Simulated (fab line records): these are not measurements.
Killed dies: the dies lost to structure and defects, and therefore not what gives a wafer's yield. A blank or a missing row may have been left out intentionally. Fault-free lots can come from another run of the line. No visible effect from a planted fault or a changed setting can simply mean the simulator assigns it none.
Chamber matching :: flow n5 finfet :: N5_BEOL_M3_CO_CAP_55 on cvd co-01: 3 sister chambers
The step material Co, precursor CCTBA/H2, target thk 2 nm, time 102.1 s. 33 wafers are shown with their chamber, then 12 later ones without.

## WAFERS WITH THEIR CHAMBER
wafer: L074.2
chamber: 2
heater power w (W): 244

wafer: L074.4
chamber: 2
heater power w (W): 251

wafer: L074.5
chamber: 0
heater power w (W): 277

wafer: L076.1
chamber: 1
heater power w (W): 250

wafer: L076.2
chamber: 0
heater power w (W): 276

wafer: L076.6
chamber: 0
heater power w (W): 275

wafer: L077.1
chamber: 1
heater power w (W): 243

wafer: L077.2
chamber: 2
heater power w (W): 249

wafer: L077.3
chamber: 0
heater power w (W): 278

wafer: L077.4
chamber: 2
heater power w (W): 243

wafer: L077.5
chamber: 0
heater power w (W): 274

wafer: L077.6
chamber: 1
heater power w (W): 247

wafer: L079.1
chamber: 0
heater power w (W): 281

wafer: L079.2
chamber: 1
heater power w (W): 244

wafer: L079.3
chamber: 2
heater power w (W): 253

wafer: L079.4
chamber: 2
heater power w (W): 245

wafer: L079.5
chamber: 0
heater power w (W): 283

wafer: L079.6
chamber: 1
heater power w (W): 245

wafer: L081.2
chamber: 2
heater power w (W): 248

wafer: L081.3
chamber: 0
heater power w (W): 278

wafer: L081.5
chamber: 0
heater power w (W): 275

wafer: L083.1
chamber: 1
heater power w (W): 244

wafer: L083.2
chamber: 2
heater power w (W): 256

wafer: L083.3
chamber: 0
heater power w (W): 274

wafer: L082.2
chamber: 0
heater power w (W): 281

wafer: L082.5
chamber: 2
heater power w (W): 246

wafer: L082.6
chamber: 1
heater power w (W): 244

wafer: L087.1
chamber: 0
heater power w (W): 278

wafer: L087.3
chamber: 1
heater power w (W): 244

wafer: L087.5
chamber: 2
heater power w (W): 250

wafer: L090.1
chamber: 1
heater power w (W): 249

wafer: L090.4
chamber: 2
heater power w (W): 248

wafer: L090.6
chamber: 1
heater power w (W): 253

SIGNATURES (averages over the wafers above)
reading: heater power w
chamber 0: 277.50
chamber 1: 246.30
chamber 2: 248.45
scatter within a chamber: 3.41
Rule: distance of a wafer from a chamber = root of the sum over the readings of ((wafer's reading minus chamber's mean) / reading's scatter) squared. If the next closest chamber is less than 2 further off than the closest, the wafer can't be placed; otherwise it belongs to the closest. The scatter: the root of (the sum of the squares of (reading less its chamber's mean) over the shown wafers, divided by (wafers less chambers)).

## WAFERS WITH NO CHAMBER GIVEN
wafer: L091.1
heater power w (W): 248

wafer: L091.3
heater power w (W): 248

wafer: L091.4
heater power w (W): 286

wafer: L094.1
heater power w (W): 251

wafer: L094.2
heater power w (W): 239

wafer: L094.3
heater power w (W): 285

wafer: L094.4
heater power w (W): 281

wafer: L094.5
heater power w (W): 253

wafer: L094.6
heater power w (W): 249

wafer: L097.1
heater power w (W): 283

wafer: L097.2
heater power w (W): 244

wafer: L097.5
heater power w (W): 245

## EACH ONE'S CHAMBER
wafer: L091.1
from the rows above: can't be placed: 2 or 1
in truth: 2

wafer: L091.3
from the rows above: can't be placed: 2 or 1
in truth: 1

wafer: L091.4
from the rows above: 0
in truth: 0

wafer: L094.1
from the rows above: can't be placed: 2 or 1
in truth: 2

wafer: L094.2
from the rows above: can't be placed: 1 or 2
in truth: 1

wafer: L094.3
from the rows above: 0
in truth: 0

wafer: L094.4
from the rows above: 0
in truth: 0

wafer: L094.5
from the rows above: can't be placed: 2 or 1
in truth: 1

wafer: L094.6
from the rows above: can't be placed: 2 or 1
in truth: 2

wafer: L097.1
from the rows above: 0
in truth: 0

wafer: L097.2
from the rows above: can't be placed: 1 or 2
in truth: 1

wafer: L097.5
from the rows above: can't be placed: 1 or 2
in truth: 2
Correctly placed: 4 of 12. Cannot be placed on the basis of these rows: 8; the candidates contain the true chamber in 8. Wrongly placed: 0.
